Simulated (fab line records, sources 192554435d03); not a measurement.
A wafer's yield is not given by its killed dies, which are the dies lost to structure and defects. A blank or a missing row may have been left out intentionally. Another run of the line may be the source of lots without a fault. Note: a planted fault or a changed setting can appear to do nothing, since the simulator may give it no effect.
Chamber matching | flow n5 finfet | rie diel-01 running N5_BEOL_M1_STRIP_66: 4 sister chambers
The step strips in CF4. 4 wafers are shown with their chamber, then 8 later ones without.

== WAFERS PAIRED WITH THEIR CHAMBERS ==
wafer  | chamber | showerhead plenum p Torr (Torr)
L083.5 | 2       | 1.77
L083.6 | 1       | 1.90
L085.6 | 3       | 1.82
L087.1 | 0       | 1.89

== WAFERS WITHOUT THEIR CHAMBER ==
wafer  | showerhead plenum p Torr (Torr)
L087.3 | 1.82
L087.5 | 1.77
L092.2 | 1.90
L092.3 | 1.77
L092.5 | 1.82
L094.2 | 1.89
L094.3 | 1.81
L094.5 | 1.81

== EACH ONE'S CHAMBER ==
wafer  | from the rows above | in truth
L087.3 | 3                   | 3
L087.5 | 2                   | 2
L092.2 | 1                   | 1
L092.3 | 2                   | 2
L092.5 | 3                   | 3
L094.2 | 0                   | 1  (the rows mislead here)
L094.3 | 3                   | 3
L094.5 | 3                   | 3
Correctly placed: 7 of 8. Can't be placed from these rows: 0. Number placed wrongly: 1.
How it was worked out, from the rows above alone: a wafer's distance from a chamber is the root of the sum, over the readings, of the square of ((its reading less the chamber's mean) divided by the reading's scatter). If the next closest chamber is less than 2 further off than the closest, the wafer can't be placed; otherwise it belongs to the closest. A chamber's mean is the mean of its shown wafers. The scatter (one wafer shown for each chamber): square how far every hidden wafer sits from the nearest shown wafer, average those squares and take the square root.
